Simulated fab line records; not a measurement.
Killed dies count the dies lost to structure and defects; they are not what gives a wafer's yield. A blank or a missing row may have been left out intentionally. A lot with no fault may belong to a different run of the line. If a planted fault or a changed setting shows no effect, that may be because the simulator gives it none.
Matching of chambers + flow nand-harc + 4 sister chambers for NHARC_A_STAIRCASE_ETCH_313 on rie-diel-05
The step etches the open film in CF4/CHF3. 20 wafers are shown with their chamber, then 10 later ones without.

WAFERS PAIRED WITH THEIR CHAMBERS
| wafer  | chamber | drypump-motor-current-A (A) | showerhead-plenum-p-Torr (Torr) | rf-vpp-V (V) |
|--------|---------|-----------------------------|---------------------------------|--------------|
| L075.4 | 0       | 5.4                         | 1.51                            | 368.5        |
| L075.5 | 0       | 5.4                         | 1.51                            | 369.0        |
| L075.6 | 1       | 6.5                         | 1.65                            | 372.9        |
| L078.3 | 0       | 5.4                         | 1.51                            | 369.5        |
| L078.5 | 1       | 6.5                         | 1.65                            | 373.4        |
| L078.6 | 0       | 5.4                         | 1.51                            | 368.8        |
| L077.3 | 1       | 6.5                         | 1.65                            | 371.6        |
| L077.5 | 1       | 6.5                         | 1.65                            | 373.4        |
| L077.6 | 2       | 6.1                         | 1.54                            | 369.1        |
| L080.1 | 0       | 5.4                         | 1.51                            | 368.3        |
| L080.2 | 1       | 6.5                         | 1.65                            | 372.8        |
| L080.3 | 3       | 5.8                         | 1.52                            | 368.4        |
| L081.1 | 3       | 5.7                         | 1.52                            | 368.7        |
| L081.4 | 0       | 5.4                         | 1.51                            | 367.4        |
| L081.5 | 1       | 6.5                         | 1.65                            | 372.6        |
| L089.1 | 1       | 6.5                         | 1.65                            | 372.5        |
| L089.4 | 0       | 5.4                         | 1.50                            | 367.8        |
| L089.5 | 1       | 6.5                         | 1.65                            | 370.4        |
| L091.2 | 1       | 6.5                         | 1.65                            | 373.7        |
| L091.3 | 2       | 6.1                         | 1.53                            | 367.9        |

SIGNATURES (means of the wafers above)
| reading                  | chamber 0 | chamber 1 | chamber 2 | chamber 3 | scatter within a chamber |
|--------------------------|-----------|-----------|-----------|-----------|--------------------------|
| drypump-motor-current-A  | 5.400     | 6.500     | 6.100     | 5.750     | 0.0177                   |
| showerhead-plenum-p-Torr | 1.5086    | 1.6500    | 1.5350    | 1.5200    | 0.00291                  |
| rf-vpp-V                 | 368.471   | 372.589   | 368.500   | 368.550   | 0.877                    |
Rule: a wafer lies at a distance from a chamber equal to the root of the sum of squares, over the readings, of (its reading less the chamber's mean, divided by the reading's scatter). The wafer belongs to the nearest chamber; if the next one is less than 2 further off, it can't be placed. The scatter: the root of (the sum of the squares of (reading less its chamber's mean) over the shown wafers, divided by (wafers less chambers)).

WAFERS WITH NO CHAMBER GIVEN
| wafer  | drypump-motor-current-A (A) | showerhead-plenum-p-Torr (Torr) | rf-vpp-V (V) |
|--------|-----------------------------|---------------------------------|--------------|
| L091.5 | 6.5                         | 1.65                            | 373.3        |
| L092.3 | 6.1                         | 1.53                            | 368.8        |
| L092.5 | 5.4                         | 1.50                            | 369.2        |
| L092.6 | 6.5                         | 1.65                            | 372.0        |
| L094.2 | 5.8                         | 1.52                            | 368.4        |
| L094.3 | 6.1                         | 1.53                            | 369.0        |
| L094.5 | 5.7                         | 1.52                            | 368.8        |
| L095.1 | 6.5                         | 1.64                            | 374.4        |
| L095.3 | 5.8                         | 1.52                            | 368.2        |
| L095.5 | 5.8                         | 1.52                            | 367.2        |

EACH ONE'S CHAMBER
| wafer  | from the rows above | in truth |
|--------|---------------------|----------|
| L091.5 | 1                   | 1        |
| L092.3 | 2                   | 2        |
| L092.5 | 0                   | 0        |
| L092.6 | 1                   | 1        |
| L094.2 | 3                   | 3        |
| L094.3 | 2                   | 2        |
| L094.5 | 3                   | 3        |
| L095.1 | 1                   | 1        |
| L095.3 | 3                   | 3        |
| L095.5 | 3                   | 3        |
10 of 10 placed correctly. Number that these rows cannot place: 0. Wrongly placed: 0.
